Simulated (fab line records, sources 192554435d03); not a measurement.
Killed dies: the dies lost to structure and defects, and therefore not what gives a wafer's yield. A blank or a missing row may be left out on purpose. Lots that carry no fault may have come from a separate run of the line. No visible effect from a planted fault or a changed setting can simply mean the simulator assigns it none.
Matching of chambers | flow n5-finfet | 3 sister chambers for N5_BEOL_M5_DEP_56 on pecvd-03
The step deposits SiCN from 3MS/NH3, target thk 8 nm, time 14 s. 6 wafers are shown with their chamber, then 10 later ones without.

WAFERS PAIRED WITH THEIR CHAMBERS
wafer  | chamber | throttle-valve-pct (%) | showerhead-plenum-p-Torr (Torr)
L078.2 | 0       | 11.2                   | 3.663
L078.6 | 0       | 11.3                   | 3.663
L091.2 | 2       | 8.4                    | 3.640
L091.4 | 1       | 9.3                    | 3.635
L096.3 | 1       | 9.1                    | 3.633
L096.5 | 2       | 8.3                    | 3.661

WAFERS WITHOUT THEIR CHAMBER
wafer  | throttle-valve-pct (%) | showerhead-plenum-p-Torr (Torr)
L096.6 | 9.4                    | 3.640
L095.1 | 8.2                    | 3.660
L095.2 | 11.0                   | 3.658
L095.3 | 8.3                    | 3.655
L095.4 | 10.8                   | 3.659
L095.5 | 8.0                    | 3.658
L095.6 | 11.0                   | 3.664
L097.2 | 8.2                    | 3.643
L097.3 | 11.0                   | 3.653
L097.5 | 8.4                    | 3.653

CHAMBER TAKEN BY EACH
wafer  | from the rows above | in truth
L096.6 | 1                   | 1
L095.1 | 2                   | 2
L095.2 | 0                   | 0
L095.3 | 2                   | 2
L095.4 | 0                   | 0
L095.5 | 2                   | 2
L095.6 | 0                   | 0
L097.2 | 2                   | 2
L097.3 | 0                   | 0
L097.5 | 2                   | 2
Correctly placed: 10 of 10. Can't be placed from these rows: 0. 0 placed wrongly.
How it was worked out, from the rows above alone: a wafer's distance from a chamber is the root of the sum, over the readings, of the square of ((its reading less the chamber's mean) divided by the reading's scatter). The wafer belongs to the nearest chamber; if the next one is less than 2 further off, it can't be placed. For every chamber, the mean is computed from those of its wafers that are shown. The scatter: the root of (the sum of the squares of (reading less its chamber's mean) over the shown wafers, divided by (wafers less chambers)).
